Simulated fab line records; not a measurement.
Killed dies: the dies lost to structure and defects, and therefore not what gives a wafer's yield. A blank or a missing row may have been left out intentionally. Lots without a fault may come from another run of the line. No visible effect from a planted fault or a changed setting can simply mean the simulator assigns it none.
Matching of chambers + flow nand harc + rie diel-08 running NHARC_A_STAIRCASE_DESCUM_11: 4 sister chambers
The step chemistry O2, time 3 s. 22 wafers are shown with their chamber, then 11 later ones without.

WAFERS WITH THEIR CHAMBER
| wafer  | chamber | showerhead plenum p Torr (Torr) | drypump motor current A (A) | oes product au (a.u.) |
|--------|---------|---------------------------------|-----------------------------|-----------------------|
| L081.3 | 1       | 1.98                            | 5.9                         | 1.001                 |
| L081.4 | 3       | 1.78                            | 6.3                         | 1.009                 |
| L081.6 | 1       | 1.98                            | 5.9                         | 0.992                 |
| L082.2 | 3       | 1.78                            | 6.3                         | 0.998                 |
| L082.4 | 1       | 1.97                            | 5.9                         | 1.000                 |
| L082.6 | 3       | 1.78                            | 6.3                         | 1.020                 |
| L083.1 | 1       | 1.97                            | 5.9                         | 0.997                 |
| L083.2 | 3       | 1.78                            | 6.3                         | 1.008                 |
| L083.3 | 0       | 1.99                            | 5.9                         | 0.990                 |
| L085.1 | 1       | 1.97                            | 5.9                         | 0.997                 |
| L085.2 | 0       | 1.99                            | 5.8                         | 0.994                 |
| L085.6 | 0       | 1.99                            | 5.8                         | 0.996                 |
| L087.1 | 2       | 1.98                            | 5.7                         | 1.016                 |
| L087.4 | 0       | 1.99                            | 5.8                         | 0.997                 |
| L087.6 | 2       | 1.98                            | 5.7                         | 1.020                 |
| L088.2 | 3       | 1.77                            | 6.3                         | 1.012                 |
| L088.3 | 0       | 1.99                            | 5.9                         | 1.004                 |
| L088.5 | 2       | 1.98                            | 5.8                         | 1.020                 |
| L091.1 | 1       | 1.97                            | 5.8                         | 0.989                 |
| L091.5 | 1       | 1.97                            | 5.9                         | 0.996                 |
| L091.6 | 0       | 1.99                            | 5.9                         | 0.999                 |
| L092.2 | 0       | 1.99                            | 5.8                         | 0.993                 |

SIGNATURES, as means of the wafers listed above
| reading                  | chamber 0 | chamber 1 | chamber 2 | chamber 3 | scatter within a chamber |
|--------------------------|-----------|-----------|-----------|-----------|--------------------------|
| showerhead plenum p Torr | 1.9900    | 1.9729    | 1.9800    | 1.7780    | 0.00352                  |
| drypump motor current A  | 5.843     | 5.886     | 5.733     | 6.300     | 0.0424                   |
| oes product au           | 0.99614   | 0.99600   | 1.01867   | 1.00940   | 0.00523                  |
Rule: a wafer's distance from a chamber is the root of the sum, over the readings, of the square of ((its reading less the chamber's mean) divided by the reading's scatter). The wafer belongs to the nearest chamber; if the next one is less than 2 further off, it can't be placed. The scatter is the square root of a quotient: the sum, over the shown wafers, of each reading's squared deviation from its chamber's mean, divided by wafers minus chambers.

WAFERS WITHOUT THEIR CHAMBER
| wafer  | showerhead plenum p Torr (Torr) | drypump motor current A (A) | oes product au (a.u.) |
|--------|---------------------------------|-----------------------------|-----------------------|
| L092.3 | 1.77                            | 6.2                         | 1.004                 |
| L092.4 | 1.97                            | 5.9                         | 0.980                 |
| L092.1 | 1.97                            | 5.7                         | 1.022                 |
| L092.5 | 1.99                            | 5.8                         | 0.990                 |
| L092.6 | 1.77                            | 6.3                         | 1.009                 |
| L090.2 | 1.97                            | 5.9                         | 1.005                 |
| L090.3 | 1.77                            | 6.3                         | 0.999                 |
| L090.5 | 1.99                            | 5.9                         | 1.003                 |
| L097.1 | 1.97                            | 5.8                         | 1.005                 |
| L097.2 | 1.96                            | 5.8                         | 1.005                 |
| L097.6 | 1.98                            | 5.9                         | 1.020                 |

CHAMBER TAKEN BY EACH
| wafer  | from the rows above          | in truth |
|--------|------------------------------|----------|
| L092.3 | 3                            | 3        |
| L092.4 | 1                            | 1        |
| L092.1 | 2                            | 2        |
| L092.5 | 0                            | 0        |
| L092.6 | 3                            | 3        |
| L090.2 | 1                            | 1        |
| L090.3 | 3                            | 3        |
| L090.5 | 0                            | 0        |
| L097.1 | can't be placed: 1 or 2      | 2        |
| L097.2 | can't be placed: 1 or 2      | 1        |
| L097.6 | can't be placed: 2 or 1 or 0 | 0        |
Correct placement for 8 of the 11. Can't be placed from these rows: 3 (the true chamber is among the candidates in 3). 0 placed wrongly.
